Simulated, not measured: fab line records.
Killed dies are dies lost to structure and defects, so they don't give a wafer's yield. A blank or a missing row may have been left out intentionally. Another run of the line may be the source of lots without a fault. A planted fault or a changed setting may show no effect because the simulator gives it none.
Chamber matching :: flow n5Finfet :: 4 sister chambers for N5_FIN_SAQP_MANDREL_ETCH_58 on rieSi-04
The step etches a-Si in HBr/Cl2, stops on SiNx, target depth 45 nm, bt time 10 s, time 27 s. 18 wafers are shown with their chamber, then 9 later ones without.

== EACH WAFER AND ITS CHAMBER ==
wafer: L076.2
chamber: 0
throttleValvePct (%): 35.07
drypumpMotorCurrentA (A): 5.3
oesProductAu (a.u.): 0.709

wafer: L076.4
chamber: 2
throttleValvePct (%): 35.75
drypumpMotorCurrentA (A): 5.6
oesProductAu (a.u.): 0.702

wafer: L076.5
chamber: 0
throttleValvePct (%): 35.05
drypumpMotorCurrentA (A): 5.4
oesProductAu (a.u.): 0.713

wafer: L077.3
chamber: 3
throttleValvePct (%): 35.56
drypumpMotorCurrentA (A): 6.2
oesProductAu (a.u.): 0.695

wafer: L077.5
chamber: 3
throttleValvePct (%): 35.56
drypumpMotorCurrentA (A): 6.2
oesProductAu (a.u.): 0.689

wafer: L077.6
chamber: 0
throttleValvePct (%): 35.05
drypumpMotorCurrentA (A): 5.4
oesProductAu (a.u.): 0.715

wafer: L080.2
chamber: 0
throttleValvePct (%): 35.07
drypumpMotorCurrentA (A): 5.4
oesProductAu (a.u.): 0.708

wafer: L080.5
chamber: 3
throttleValvePct (%): 35.57
drypumpMotorCurrentA (A): 6.2
oesProductAu (a.u.): 0.694

wafer: L080.6
chamber: 2
throttleValvePct (%): 35.77
drypumpMotorCurrentA (A): 5.5
oesProductAu (a.u.): 0.691

wafer: L083.2
chamber: 1
throttleValvePct (%): 34.96
drypumpMotorCurrentA (A): 5.5
oesProductAu (a.u.): 0.687

wafer: L083.5
chamber: 1
throttleValvePct (%): 34.95
drypumpMotorCurrentA (A): 5.5
oesProductAu (a.u.): 0.688

wafer: L083.6
chamber: 0
throttleValvePct (%): 35.07
drypumpMotorCurrentA (A): 5.4
oesProductAu (a.u.): 0.704

wafer: L085.2
chamber: 3
throttleValvePct (%): 35.56
drypumpMotorCurrentA (A): 6.3
oesProductAu (a.u.): 0.695

wafer: L085.5
chamber: 0
throttleValvePct (%): 35.05
drypumpMotorCurrentA (A): 5.4
oesProductAu (a.u.): 0.715

wafer: L085.6
chamber: 1
throttleValvePct (%): 34.91
drypumpMotorCurrentA (A): 5.5
oesProductAu (a.u.): 0.705

wafer: L088.2
chamber: 3
throttleValvePct (%): 35.55
drypumpMotorCurrentA (A): 6.2
oesProductAu (a.u.): 0.700

wafer: L088.3
chamber: 0
throttleValvePct (%): 35.07
drypumpMotorCurrentA (A): 5.4
oesProductAu (a.u.): 0.707

wafer: L088.5
chamber: 3
throttleValvePct (%): 35.56
drypumpMotorCurrentA (A): 6.2
oesProductAu (a.u.): 0.703

SIGNATURES (averages over the wafers above)
reading: throttleValvePct
chamber 0: 35.0614
chamber 1: 34.9400
chamber 2: 35.7600
chamber 3: 35.5600
scatter within a chamber: 0.0133

reading: drypumpMotorCurrentA
chamber 0: 5.386
chamber 1: 5.500
chamber 2: 5.550
chamber 3: 6.217
scatter within a chamber: 0.0396

reading: oesProductAu
chamber 0: 0.71014
chamber 1: 0.69333
chamber 2: 0.69650
chamber 3: 0.69600
scatter within a chamber: 0.00594
Rule: a wafer lies at a distance from a chamber equal to the root of the sum of squares, over the readings, of (its reading less the chamber's mean, divided by the reading's scatter). If the next closest chamber is less than 2 further off than the closest, the wafer can't be placed; otherwise it belongs to the closest. The scatter: take each reading less its chamber's mean, square it, sum over the shown wafers, divide by the number of wafers less the number of chambers, and take the root.

== WAFERS WITH NO CHAMBER GIVEN ==
wafer: L090.1
throttleValvePct (%): 35.77
drypumpMotorCurrentA (A): 5.6
oesProductAu (a.u.): 0.682

wafer: L090.2
throttleValvePct (%): 35.56
drypumpMotorCurrentA (A): 6.2
oesProductAu (a.u.): 0.695

wafer: L090.3
throttleValvePct (%): 35.08
drypumpMotorCurrentA (A): 5.4
oesProductAu (a.u.): 0.704

wafer: L095.1
throttleValvePct (%): 35.07
drypumpMotorCurrentA (A): 5.4
oesProductAu (a.u.): 0.707

wafer: L095.2
throttleValvePct (%): 35.77
drypumpMotorCurrentA (A): 5.5
oesProductAu (a.u.): 0.690

wafer: L095.3
throttleValvePct (%): 35.55
drypumpMotorCurrentA (A): 6.2
oesProductAu (a.u.): 0.692

wafer: L097.1
throttleValvePct (%): 35.05
drypumpMotorCurrentA (A): 5.4
oesProductAu (a.u.): 0.714

wafer: L097.3
throttleValvePct (%): 35.74
drypumpMotorCurrentA (A): 5.5
oesProductAu (a.u.): 0.709

wafer: L097.6
throttleValvePct (%): 34.92
drypumpMotorCurrentA (A): 5.6
oesProductAu (a.u.): 0.707

== CHAMBER TAKEN BY EACH ==
wafer: L090.1
from the rows above: 2
in truth: 2

wafer: L090.2
from the rows above: 3
in truth: 3

wafer: L090.3
from the rows above: 0
in truth: 0

wafer: L095.1
from the rows above: 0
in truth: 0

wafer: L095.2
from the rows above: 2
in truth: 2

wafer: L095.3
from the rows above: 3
in truth: 3

wafer: L097.1
from the rows above: 0
in truth: 0

wafer: L097.3
from the rows above: 2
in truth: 2

wafer: L097.6
from the rows above: 1
in truth: 1
Correctly placed: 9 of 9. Not placeable from these rows: 0. 0 placed wrongly.
